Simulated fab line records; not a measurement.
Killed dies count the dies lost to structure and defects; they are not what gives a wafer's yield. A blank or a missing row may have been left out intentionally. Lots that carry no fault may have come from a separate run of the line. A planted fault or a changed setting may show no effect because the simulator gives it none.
fab line records	flow nandHarc
[record] lots = 24	wafers = 72	lastDay = 33
route steps=1302 shown A_STAIRCASE@795
lots untouched by any fault: they come from a run of this same line in which no faults occurred
startH: start of the lot's first displayed wafer, in hours after the record's first day	waitH: time in hours since the lot's previous step	" same as the row above	L1.1+2: several wafers, shown together as one row	- no value, or no start was given	* or withheld: withheld	< > ~ a bound
route shown NAME@n: NAME is a module with steps in the file, n the number in the route of the first one	usual: mean/standard deviation of fault-free wafers	same: alike in all rows	chamber/n: place in a boat	sites: the reading at each site	_std_site: the values' standard deviation	_edge_site: the outer-site mean with the inner-site mean subtracted	radiusMm: for every site, how far away it sits from the centre of the wafer	mask NAME#n: copy n	behind: tool/chamber where the wafer was last shaped	hold: why the lot was held/for how many hours/how that ended	device: which transistor (n, p or np) failed to switch	end of line: tests of these same wafers at the route's end	step lacking rows: just its recipe	killed: dies lost to structure and defects at the first sort, not the wafer's yield	map: per-die view of a wafer (x killed, . not killed, _ where there is no die)
set.NAME: the setting that was run; set.NAME@STEP: the one run at that earlier step	model.NAME: the simulator's own value behind a step, which no gauge read
one table for each step of the route and one row for each wafer, over a sample of lots
services: from which hour (startH, from the record's first day; less than 0 if before it) a tool's chamber was out of use, for how many hours, and why
[[steps]]
[step NHARC_A_STAIRCASE_HM_DEP_459]
[recipe] targetThkA = 15000	tempC = 400	material = aC
[usual] throttleValvePct = 35.000/0.01
lot.wafer	tool	chamber	startH	waitH	throttleValvePct
L074.3	aclDep-01	0	382.93	1.7	34.994
L074.4	"	0	"	"	34.998
L074.5	"	0	"	"	35.001
L075.3	aclDep-03	0	387.54	1.1	34.992
L075.4	"	0	"	"	34.999
L075.6	"	0	"	"	35.004
L076.1	aclDep-03	0	401.11	0.1	35.003
L076.2	"	0	"	"	34.994
L076.5	"	0	"	"	35.002
L078.1	aclDep-02	0	410.08	0.1	34.988
L078.3	"	0	"	"	35.020
L078.6	"	0	"	"	34.995
L077.2	aclDep-02	0	412.52	0.4	35.003
L077.3	"	0	"	"	35.008
L077.4	"	0	"	"	35.002
L079.1	aclDep-01	0	430.58	0.1	35.008
L079.3	"	0	"	"	34.985
L079.4	"	0	"	"	35.005
L080.1	aclDep-02	0	439.31	5.8	35.004
L080.2	"	0	"	"	35.003
L080.4	"	0	"	"	35.005
L081.2	aclDep-03	0	447.40	0.4	35.002
L081.3	"	0	"	"	34.997
L081.6	"	0	"	"	35.006
L083.3	aclDep-01	0	458.77	0.9	35.001
L083.4	"	0	"	"	35.019
L083.6	"	0	"	"	34.995
L082.2	aclDep-01	0	463.51	1.2	35.016
L082.3	"	0	"	"	35.004
L082.5	"	0	"	"	35.000
L084.2	aclDep-01	0	479.15	0.4	35.019
L084.3	"	0	"	"	35.000
L084.5	"	0	"	"	34.990
L085.2	aclDep-02	0	486.89	0.4	34.991
L085.5	"	0	"	"	35.010
L085.6	"	0	"	"	34.995
L086.1	aclDep-02	0	496.67	0.1	35.018
L086.2	"	0	"	"	35.002
L086.6	"	0	498.20	1.6	34.996
L087.1	aclDep-02	0	498.51	1.4	35.007
L087.4	"	0	"	"	34.998
L087.5	"	0	"	"	34.986
L089.4	aclDep-01	0	517.50	1.0	35.018
L089.5	"	0	"	"	35.009
L089.6	"	0	"	"	35.004
L088.2	aclDep-01	0	524.45	3.4	35.008
L088.3	"	0	"	"	35.011
L088.6	"	0	"	"	34.989
L091.1	aclDep-02	0	540.77	0.1	34.995
L091.5	"	0	541.99	1.3	34.996
L091.6	"	0	"	"	34.985
L090.1	aclDep-03	0	542.22	0.1	35.008
L090.3	"	0	"	"	34.989
L090.5	"	0	"	"	35.004
L092.2	aclDep-01	0	564.80	5.3	35.021
L092.5	"	0	"	"	34.984
L092.6	"	0	"	"	35.000
L093.1	aclDep-02	0	566.70	5.2	34.992
L093.2	"	0	"	"	34.991
L093.5	"	0	"	"	34.999
L094.2	aclDep-01	0	589.84	4.4	35.011
L094.5	"	0	"	"	34.990
L094.6	"	0	"	"	35.008
L095.1	aclDep-03	0	590.46	4.3	35.009
L095.2	"	0	"	"	34.988
L095.4	"	0	"	"	35.005
L096.2	aclDep-03	0	598.60	0.5	35.022
L096.4	"	0	"	"	34.974
L096.6	"	0	"	"	34.989
L097.3	aclDep-02	0	599.52	1.2	35.012
L097.4	"	0	"	"	35.008
L097.5	"	0	"	"	34.999
[step NHARC_A_STAIRCASE_ETCH_294]
[recipe] targetDepthA = 49890	timeS = 1211.6	ionEnergyEv = 800	c4f8FlowSccm = 80	o2FlowSccm = 60	arFlowSccm = withheld	rfW = 600	biasW = 3000	chemistry = C4F8/O2/Ar
[usual] oesProductAu = 0.938/0.012	rfVppV = 1832/11
[same] timeS = 1211.6
lot.wafer	tool	chamber	startH	waitH	oesProductAu	rfHoursCounterH	rfVppV
L074.4	rieDiel-02	0	-	-	0.924	56	1820
L074.3	"	1	"	"	0.946	51	1829
L074.5	"	3	"	"	0.931	-	1845
L075.3	rieDiel-02	2	-	-	0.944	46	1813
L075.4	"	3	"	"	0.939	51	1845
L075.6	"	2	"	"	0.940	-	1814
L076.2	rieDiel-01	0	-	-	0.941	5	1828
L076.1	"	1	"	"	0.934	4	1823
L076.5	"	1	"	"	0.929	-	1822
L078.1	rieDiel-10	2	-	-	0.953	48	1808
L078.3	"	3	"	"	0.930	54	1835
L078.6	"	1	"	"	0.954	-	1828
L077.2	rieDiel-02	1	-	-	0.962	5	1828
L077.4	"	2	"	"	0.939	9	1812
L077.3	"	0	"	"	0.938	5	1820
L079.3	rieDiel-10	0	-	-	0.941	0	1846
L079.1	"	1	"	"	0.957	0	1828
L079.4	"	2	"	"	0.954	-	1847
L080.2	rieDiel-02	1	-	-	0.941	11	1826
L080.4	"	2	"	"	0.945	14	1813
L080.1	"	3	"	"	0.937	15	1845
L081.3	rieDiel-02	0	-	-	0.946	14	1819
L081.2	"	2	"	"	0.925	17	1813
L081.6	"	3	"	"	0.922	-	1843
L083.4	rieDiel-02	0	-	-	0.938	17	1819
L083.3	"	2	"	"	0.929	21	1813
L083.6	"	0	"	"	0.931	-	1819
L082.3	rieDiel-10	0	-	-	0.928	12	1845
L082.2	"	2	"	"	0.945	8	1847
L082.5	"	3	"	"	0.914	-	1834
L084.2	rieDiel-01	2	-	-	0.937	32	1844
L084.3	"	3	"	"	0.945	32	1842
L084.5	"	3	"	"	0.936	-	1841
L085.2	rieDiel-10	3	-	-	0.926	16	1832
L085.5	"	0	"	"	0.940	-	1844
L085.6	"	1	"	"	0.958	-	1826
L086.2	rieDiel-02	2	-	-	0.942	33	1811
L086.1	"	3	"	"	0.904	32	1846
L086.6	"	3	"	"	0.911	-	1842
L087.1	rieDiel-10	3	-	-	0.928	21	1835
L087.5	"	2	"	"	0.948	-	1846
L087.4	"	3	"	"	0.927	-	1835
L089.4	rieDiel-10	0	-	-	0.920	29	1845
L089.6	"	1	"	"	0.949	-	1826
L089.5	"	2	"	"	0.946	-	1845
L088.3	rieDiel-01	2	-	-	0.937	50	1843
L088.2	"	3	"	"	0.954	50	1841
L088.6	"	3	"	"	0.961	-	1843
L091.1	rieDiel-01	1	-	-	0.945	49	1822
L091.5	"	2	"	"	0.918	-	1842
L091.6	"	3	"	"	0.932	-	1839
L090.1	rieDiel-01	0	-	-	0.938	50	1826
L090.3	"	3	"	"	0.921	60	1842
L090.5	"	1	"	"	0.918	-	1819
L092.2	rieDiel-10	2	-	-	0.944	39	1845
L092.6	"	0	"	"	0.938	-	1843
L092.5	"	1	"	"	0.953	-	1826
L093.2	rieDiel-10	1	-	-	0.959	37	1828
L093.1	"	2	"	"	0.941	40	1846
L093.5	"	2	"	"	0.958	-	1844
L094.2	rieDiel-10	1	-	-	0.935	44	1826
L094.6	"	3	"	"	0.922	-	1832
L094.5	"	0	"	"	0.933	-	1845
L095.2	rieDiel-01	0	-	-	0.937	10	1825
L095.4	"	2	"	"	0.924	14	1841
L095.1	"	3	"	"	0.931	13	1839
L096.4	rieDiel-02	3	-	-	0.908	7	1842
L096.2	"	1	"	"	0.933	8	1825
L096.6	"	0	"	"	0.927	-	1818
L097.4	rieDiel-01	0	-	-	0.936	13	1824
L097.3	"	1	"	"	0.950	14	1819
L097.5	"	0	"	"	0.923	-	1824
[step NHARC_A_STAIRCASE_DEP_301]
[recipe] targetThkA = 300	targetThkNm = 30	tempC = 400	pressureTorr = 3.5	flowSccm = 200	rfW = 350	material = SiON
[usual] heaterPowerW = 742/120
lot.wafer	tool	chamber	startH	waitH	heaterPowerW	sinceWetCleanH
L074.3	pecvd-01	0	389.76	0.9	932	65
L074.4	"	0	"	"	911	-
L074.5	"	1	"	"	761	-
L075.3	pecvd-01	2	396.31	1.0	766	72
L075.6	"	1	"	"	728	-
L075.4	"	2	"	"	773	-
L076.1	pecvd-01	1	408.99	1.7	696	84
L076.2	"	2	"	"	654	84
L076.5	"	0	"	"	873	-
L078.3	pecvd-01	2	417.11	1.0	658	93
L078.1	"	0	"	"	900	93
L078.6	"	1	"	"	746	-
L077.2	pecvd-01	2	420.23	1.3	759	96
L077.3	"	1	"	"	624	96
L077.4	"	1	"	"	636	-
L079.1	pecvd-02	2	441.82	1.6	793	21
L079.4	"	1	"	"	648	-
L079.3	"	2	"	"	773	-
L080.1	pecvd-04	2	446.84	1.6	990	165
L080.2	"	1	"	"	539	165
L080.4	"	2	"	"	774	-
L081.2	pecvd-02	1	454.55	1.3	593	33
L081.3	"	2	"	"	823	-
L081.6	"	2	"	"	867	-
L083.3	pecvd-01	0	467.07	1.0	915	143
L083.4	"	2	"	"	649	-
L083.6	"	0	"	"	924	-
L082.3	pecvd-02	0	471.07	1.0	712	50
L082.2	"	1	"	"	629	50
L082.5	"	2	"	"	870	-
L084.2	pecvd-04	2	486.32	1.2	848	23
L084.3	"	0	"	"	697	23
L084.5	"	0	"	"	695	-
L085.2	pecvd-04	1	493.64	1.3	587	30
L085.6	"	2	"	"	870	-
L085.5	"	0	"	"	683	-
L086.2	pecvd-04	2	503.92	1.4	958	40
L086.1	"	0	"	"	573	40
L086.6	"	2	"	"	949	-
L087.1	pecvd-02	2	505.87	1.6	890	85
L087.4	"	1	"	"	671	-
L087.5	"	0	"	"	774	-
L089.4	pecvd-01	0	526.25	0.7	880	-
L089.6	"	1	"	"	729	-
L089.5	"	2	"	"	745	-
L088.3	pecvd-04	1	531.07	1.0	625	67
L088.2	"	2	"	"	800	67
L088.6	"	2	"	"	816	-
L091.1	pecvd-01	2	547.79	1.5	787	42
L091.6	"	2	"	"	792	-
L091.5	"	0	"	"	820	-
L090.1	pecvd-01	0	553.95	1.6	842	48
L090.3	"	1	"	"	742	48
L090.5	"	2	"	"	796	-
L092.2	pecvd-01	1	575.14	1.3	634	69
L092.5	"	0	"	"	863	-
L092.6	"	2	"	"	746	-
L093.1	pecvd-02	1	576.35	1.6	693	155
L093.2	"	2	"	"	838	155
L093.5	"	1	"	"	692	-
L094.2	pecvd-04	0	596.54	1.3	602	133
L094.6	"	0	"	"	589	-
L094.5	"	1	"	"	565	-
L095.1	pecvd-01	0	598.31	1.6	924	92
L095.2	"	1	"	"	722	92
L095.4	"	1	"	"	702	-
L096.2	pecvd-04	2	605.78	1.3	906	142
L096.4	"	1	"	"	501	-
L096.6	"	2	"	"	905	-
L097.3	pecvd-02	1	605.96	1.0	619	-
L097.4	"	2	"	"	897	-
L097.5	"	2	"	"	884	-
[step NHARC_A_STAIRCASE_ETCHBACK_416]
[recipe] targetDepthA = 360	timeS = 7.2	c4f8FlowSccm = withheld	o2FlowSccm = 8	arFlowSccm = withheld	rfW = 600	biasW = 800	chemistry = C4F8/O2/Ar
[usual] oesProductAu = 0.95/0.035	rfVppV = 724/4.9
[same] timeS = 7.2
lot.wafer	tool	chamber	startH	waitH	oesProductAu	rfHoursCounterH	rfVppV
L074.3	rieDiel-01	2	-	-	1.00	3	730
L074.4	"	0	"	"	1.00	3	724
L074.5	"	2	"	"	1.00	-	733
L075.4	rieDiel-01	2	-	-	1.01	4	730
L075.3	"	0	"	"	1.01	5	723
L075.6	"	2	"	"	1.00	-	731
L076.2	rieDiel-02	1	-	-	1.02	4	725
L076.1	"	3	"	"	0.99	8	730
L076.5	"	1	"	"	1.02	-	725
L078.3	rieDiel-02	1	-	-	0.94	6	722
L078.1	"	2	"	"	0.94	10	715
L078.6	"	1	"	"	0.94	-	723
L077.3	rieDiel-01	3	-	-	0.93	11	729
L077.2	"	1	"	"	0.92	11	721
L077.4	"	2	"	"	0.92	11	730
L079.3	rieDiel-02	1	-	-	0.94	12	722
L079.1	"	2	"	"	0.92	16	717
L079.4	"	0	"	"	0.93	13	720
L080.4	rieDiel-10	1	-	-	1.02	6	722
L080.2	"	3	"	"	0.99	5	727
L080.1	"	0	"	"	1.00	6	732
L081.2	rieDiel-01	2	-	-	0.92	24	730
L081.3	"	3	"	"	0.93	24	727
L081.6	"	2	"	"	0.92	-	730
L083.3	rieDiel-10	3	-	-	0.93	13	726
L083.6	"	2	"	"	0.94	-	731
L083.4	"	3	"	"	0.92	-	727
L082.2	rieDiel-01	2	-	-	0.92	30	730
L082.3	"	0	"	"	0.94	28	723
L082.5	"	2	"	"	0.91	-	729
L084.3	rieDiel-10	3	-	-	0.93	17	727
L084.2	"	1	"	"	0.94	12	724
L084.5	"	3	"	"	0.92	-	726
L085.2	rieDiel-02	3	-	-	0.99	32	730
L085.5	"	0	"	"	1.02	-	721
L085.6	"	1	"	"	1.02	-	724
L086.2	rieDiel-02	3	-	-	0.91	34	729
L086.1	"	0	"	"	0.94	32	721
L086.6	"	0	"	"	0.94	-	719
L087.4	rieDiel-02	1	-	-	0.95	34	722
L087.1	"	3	"	"	0.91	34	730
L087.5	"	2	"	"	0.94	-	716
L089.4	rieDiel-02	1	-	-	0.94	41	722
L089.5	"	2	"	"	0.94	-	717
L089.6	"	3	"	"	0.92	-	729
L088.2	rieDiel-10	0	-	-	0.94	34	730
L088.3	"	2	"	"	0.95	30	731
L088.6	"	3	"	"	0.93	-	724
L091.1	rieDiel-02	3	-	-	0.91	46	729
L091.6	"	0	"	"	0.93	-	720
L091.5	"	2	"	"	0.92	-	718
L090.1	rieDiel-02	3	-	-	0.90	48	730
L090.3	"	0	"	"	0.94	47	720
L090.5	"	3	"	"	0.91	-	729
L092.2	rieDiel-01	2	-	-	0.99	7	728
L092.6	"	0	"	"	1.00	-	723
L092.5	"	1	"	"	1.02	-	720
L093.2	rieDiel-10	2	-	-	0.93	45	730
L093.1	"	1	"	"	0.94	42	722
L093.5	"	3	"	"	0.91	-	726
L094.2	rieDiel-01	0	-	-	0.93	13	724
L094.5	"	2	"	"	0.93	-	728
L094.6	"	3	"	"	0.94	-	729
L095.2	rieDiel-02	2	-	-	0.95	8	715
L095.1	"	0	"	"	0.94	7	719
L095.4	"	1	"	"	0.93	8	722
L096.4	rieDiel-02	3	-	-	0.91	9	729
L096.2	"	0	"	"	0.93	8	721
L096.6	"	2	"	"	0.95	-	717
L097.3	rieDiel-02	1	-	-	0.92	9	721
L097.4	"	3	"	"	0.92	9	730
L097.5	"	2	"	"	0.95	-	717
[step NHARC_A_STAIRCASE_DEP_151]
[recipe] targetThkA = 72000	tempC = 400	targetThkNm = 7200	teosFlowSccm = 200	rfW = 500	material = SiO2
[usual] heaterPowerW = 646/110
lot.wafer	tool	chamber	startH	waitH	heaterPowerW	sinceWetCleanH
L074.3	pecvd-01	1	411.15	0.6	628	87
L074.5	"	2	"	"	578	-
L074.4	"	1	"	"	570	-
L075.3	pecvd-04	1	418.98	0.7	450	-
L075.4	"	2	"	"	752	-
L075.6	"	1	"	"	461	-
L076.1	pecvd-01	1	426.31	0.5	621	102
L076.2	"	2	"	"	639	102
L076.5	"	0	"	"	741	-
L078.1	pecvd-04	2	437.47	0.4	905	155
L078.3	"	2	"	"	747	-
L078.6	"	1	"	"	446	-
L077.3	pecvd-01	0	437.56	0.5	850	113
L077.2	"	1	"	"	665	113
L077.4	"	1	"	"	555	-
L079.3	pecvd-01	1	457.96	0.4	636	134
L079.1	"	0	"	"	837	134
L079.4	"	1	"	"	572	-
L080.2	pecvd-01	1	463.99	0.4	695	140
L080.1	"	0	"	"	733	140
L080.4	"	1	"	"	559	-
L081.2	pecvd-01	1	470.59	0.4	692	146
L081.3	"	0	"	"	774	146
L081.6	"	2	"	"	569	-
L083.3	pecvd-01	0	483.77	0.4	832	159
L083.4	"	0	"	"	712	-
L083.6	"	1	"	"	551	-
L082.2	pecvd-01	0	487.13	0.4	776	163
L082.3	"	1	"	"	678	163
L082.5	"	2	"	"	577	-
L084.2	pecvd-02	2	503.06	0.4	813	82
L084.3	"	1	"	"	516	82
L084.5	"	0	"	"	629	-
L085.2	pecvd-04	2	509.49	0.4	854	46
L085.6	"	0	"	"	504	-
L085.5	"	1	"	"	459	-
L086.1	pecvd-04	2	519.76	0.4	735	56
L086.2	"	0	"	"	609	56
L086.6	"	1	"	"	460	-
L087.1	pecvd-02	0	519.76	0.4	695	99
L087.5	"	0	"	"	636	-
L087.4	"	2	"	"	650	-
L089.4	pecvd-02	1	543.29	0.7	499	-
L089.5	"	2	"	"	661	-
L089.6	"	0	"	"	647	-
L088.2	pecvd-02	2	547.07	0.5	811	126
L088.3	"	0	"	"	790	126
L088.6	"	0	"	"	634	-
L091.1	pecvd-01	2	564.41	0.4	613	59
L091.5	"	0	"	"	698	-
L091.6	"	1	"	"	560	-
L090.1	pecvd-01	1	570.50	0.4	696	65
L090.3	"	2	"	"	676	65
L090.5	"	1	"	"	555	-
L092.2	pecvd-04	0	591.49	0.4	540	128
L092.5	"	0	"	"	511	-
L092.6	"	2	"	"	711	-
L093.1	pecvd-01	0	591.57	0.5	837	86
L093.2	"	2	"	"	703	86
L093.5	"	0	"	"	713	-
L094.2	pecvd-04	1	612.59	0.4	554	149
L094.5	"	1	"	"	449	-
L094.6	"	2	"	"	723	-
L095.1	pecvd-01	1	612.69	0.5	661	107
L095.2	"	2	"	"	715	107
L095.4	"	1	"	"	561	-
L097.3	pecvd-04	1	623.20	0.4	593	160
L097.4	"	1	"	"	463	-
L097.5	"	2	"	"	738	-
L096.2	pecvd-02	2	623.39	0.6	847	21
L096.6	"	0	"	"	583	-
L096.4	"	1	"	"	496	-
[step NHARC_A_STAIRCASE_DEP_325]
[recipe] targetThkA = 72000	tempC = 400	targetThkNm = 7200	teosFlowSccm = 200	rfW = 500	material = SiO2
[usual] heaterPowerW = 648/110
lot.wafer	tool	chamber	startH	waitH	heaterPowerW	sinceWetCleanH
L074.3	pecvd-02	2	428.34	0.2	772	7
L074.4	"	1	"	"	509	-
L074.5	"	0	"	"	643	-
L075.3	pecvd-02	1	436.68	0.4	510	-
L075.4	"	2	"	"	665	-
L075.6	"	1	"	"	507	-
L076.1	pecvd-01	1	444.66	0.1	568	120
L076.2	"	2	"	"	566	120
L076.5	"	0	"	"	706	-
L078.3	pecvd-02	2	455.73	0.1	806	35
L078.1	"	0	"	"	736	35
L078.6	"	2	"	"	683	-
L077.3	pecvd-01	1	456.02	0.4	630	132
L077.2	"	2	"	"	618	132
L077.4	"	1	"	"	562	-
L079.3	pecvd-02	1	475.40	0.2	541	54
L079.1	"	2	"	"	806	54
L079.4	"	2	"	"	666	-
L080.1	pecvd-04	0	481.04	0.1	632	18
L080.2	"	2	"	"	821	18
L080.4	"	2	"	"	723	-
L081.3	pecvd-04	0	486.73	0.2	627	23
L081.2	"	1	"	"	571	23
L081.6	"	0	"	"	510	-
L082.3	pecvd-02	1	501.80	0.1	570	81
L082.2	"	2	"	"	791	81
L082.5	"	1	"	"	516	-
L083.3	pecvd-04	1	501.89	0.2	489	38
L083.4	"	0	"	"	515	-
L083.6	"	2	"	"	706	-
L084.3	pecvd-01	0	521.27	0.1	789	15
L084.2	"	1	"	"	702	16
L084.5	"	2	"	"	584	-
L085.2	pecvd-02	2	521.37	0.2	824	100
L085.5	"	1	"	"	526	-
L085.6	"	2	"	"	677	-
L086.1	pecvd-01	2	536.34	0.1	699	31
L086.2	"	1	"	"	652	31
L086.6	"	1	"	"	546	-
L087.1	pecvd-02	1	536.50	0.2	590	115
L087.5	"	0	"	"	663	-
L087.4	"	1	"	"	498	-
L089.6	pecvd-02	2	559.55	0.4	667	-
L089.4	"	0	"	"	643	-
L089.5	"	1	"	"	499	-
L088.3	pecvd-01	0	559.66	0.5	862	54
L088.2	"	1	"	"	678	54
L088.6	"	2	"	"	583	-
L091.1	pecvd-04	2	581.72	0.1	740	118
L091.6	"	2	"	"	730	-
L091.5	"	1	"	"	453	-
L090.3	pecvd-01	2	586.27	0.2	732	80
L090.1	"	0	"	"	837	81
L090.5	"	2	"	"	582	-
L093.2	pecvd-02	2	608.57	0.1	870	6
L093.1	"	1	"	"	600	7
L093.5	"	1	"	"	498	-
L092.2	pecvd-01	2	608.67	0.2	681	103
L092.6	"	2	"	"	573	-
L092.5	"	0	"	"	688	-
L094.2	pecvd-02	2	628.43	0.1	816	26
L094.5	"	2	"	"	695	-
L094.6	"	0	"	"	597	-
L095.1	pecvd-04	0	628.43	0.1	625	165
L095.2	"	2	"	"	790	165
L095.4	"	2	"	"	704	-
L097.3	pecvd-02	1	639.82	0.3	508	38
L097.4	"	2	"	"	686	-
L097.5	"	1	"	"	495	-
L096.2	pecvd-01	1	639.97	0.4	606	134
L096.6	"	0	"	"	697	-
L096.4	"	1	"	"	564	-
[[services]]
tool	chamber	startH	hours	kind
rieDiel-10	0	368.82	15.9	repair
pecvd-04	-	378.19	2.1	repair
rieDiel-01	-	380.96	9.0	pm
rieDiel-02	-	393.71	9.0	pm
pecvd-04	1	394.43	8.5	repair
pecvd-04	0	403.85	36.4	repair
rieDiel-10	0	405.13	4.4	repair
pecvd-02	-	408.13	13.0	pm
pecvd-02	0	435.75	12.1	repair
pecvd-04	0	442.72	15.3	repair
pecvd-02	0	449.84	5.2	repair
pecvd-04	-	450.66	13.0	pm
pecvd-01	-	492.94	13.0	pm
rieDiel-02	0	511.33	1.3	repair
pecvd-01	2	515.13	5.5	repair
rieDiel-02	1	551.20	4.7	repair
pecvd-01	-	567.99	1.5	repair
pecvd-02	-	568.46	7.1	repair
rieDiel-02	-	570.74	9.0	pm
pecvd-04	0	579.85	11.2	repair
pecvd-02	-	589.38	13.0	pm
pecvd-01	-	616.53	1.6	repair
pecvd-04	1	626.82	13.3	repair
pecvd-04	-	632.25	13.0	pm
[[key]]
fault none
